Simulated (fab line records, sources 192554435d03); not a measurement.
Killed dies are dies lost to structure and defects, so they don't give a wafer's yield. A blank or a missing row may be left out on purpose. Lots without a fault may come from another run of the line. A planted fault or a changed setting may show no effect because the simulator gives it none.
Split-lot experiment | flow n5_finfet | 7 lots, 21 wafers read, on a route of 1938 steps

THE SPLIT
At N5_MIM_BOT_LITHO_EXPOSE_05 (exposes mask MIM BOT), the setting dose_mj was moved away from the recipe's 24.25 on 6 of the 21 wafers read, by -6.8% to +3.3%. The other wafers ran this setting at the recipe's value.

FROM THE SPLIT TO THE READING: what the file shows between them, 3 steps
- N5_MIM_BOT_LITHO_PEB_06
- N5_MIM_BOT_LITHO_DEVELOP_07: develop time 60 s
- N5_MIM_BOT_LITHO_HARDBAKE_09: time 120 s

THE READING
cd_nm, in nm, at N5_MIM_BOT_LITHO_CD_MEAS_08 (target cd 3000 nm). Fault-free wafers of this fab line usually give 3000.2 nm, standard deviation 1.7 nm.

wafer  | tool, chamber at the split | dose_mj as run | against the recipe | cd_nm, nm | against lot-mates on the recipe
L074.2 | krf_scanner-01, 0          | 25.04          | +3.3%              | 3005.0    | +4.7
L074.5 | krf_scanner-01, 0          | 24.25          | recipe             | 3000.3    | -
L074.6 | krf_scanner-01, 0          | 25.04          | +3.3%              | 3006.6    | +6.3
L077.1 | krf_scanner-01, 0          | 22.99          | -5.2%              | 2992.3    | -10.4
L077.4 | krf_scanner-01, 0          | 24.25          | recipe             | 3002.7    | -
L077.5 | krf_scanner-01, 0          | 22.99          | -5.2%              | 2992.9    | -9.8
L080.2 | krf_scanner-02, 0          | 24.25          | recipe             | 3000.4    | -
L080.5 | krf_scanner-02, 0          | 24.25          | recipe             | 2999.5    | -
L080.6 | krf_scanner-02, 0          | 24.25          | recipe             | 3000.6    | -
L085.1 | krf_scanner-02, 0          | 24.25          | recipe             | 2998.0    | -
L085.4 | krf_scanner-02, 0          | 24.25          | recipe             | 2999.4    | -
L085.5 | krf_scanner-02, 0          | 24.25          | recipe             | 2997.5    | -
L087.2 | krf_scanner-02, 0          | 24.25          | recipe             | 2999.2    | -
L087.3 | krf_scanner-02, 0          | 22.6           | -6.8%              | 2986.3    | -12.9
L087.6 | krf_scanner-02, 0          | 22.6           | -6.8%              | 2988.7    | -10.5
L091.1 | krf_scanner-01, 0          | 24.25          | recipe             | 2998.6    | -
L091.3 | krf_scanner-01, 0          | 24.25          | recipe             | 3000.9    | -
L091.6 | krf_scanner-01, 0          | 24.25          | recipe             | 3000.3    | -
L095.1 | krf_scanner-01, 0          | 24.25          | recipe             | 3000.8    | -
L095.4 | krf_scanner-01, 0          | 24.25          | recipe             | 3002.0    | -
L095.5 | krf_scanner-01, 0          | 24.25          | recipe             | 3001.9    | -

THE FIT
A straight line over all 21 wafers: cd_nm changes by +1.72 nm for each +1% of dose_mj; r = +0.96; the points scatter about the line by 1.5 nm.
The same after taking each lot's own level away (the mean of its wafers on the recipe; 21 wafers): +1.78 nm for each +1%; r = +0.99; scatter 0.81 nm.
On that fit, the largest move of dose_mj shifts the reading by 12 nm.
The lots' own levels span 2998.30 to 3002.70 nm, that is 2.6 times the standard deviation above.
So the lot-to-lot level changes the slope little: the two slopes agree.
Check: with one of the wafers moved furthest among these (-6.8%) left out of the fit, the line predicts -11.9 nm for it against its lot-mates. It came out at -12.9 nm against them.

OTHER SPLITS ON THESE WAFERS
These wafers also went through other splits before the reading. Each is held against what the fit with the lots' levels taken away leaves over:
other split on the same wafers | wafers away from the commonest value | r with cd_nm (lot level and that fit taken away)
N5_BEOL_M14_SPUTTER_45 power_w | 7                                    | -0.01

THE FILE'S OWN FIT
cd_nm changes by +1.79 nm for each +1% of dose_mj, r = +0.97.
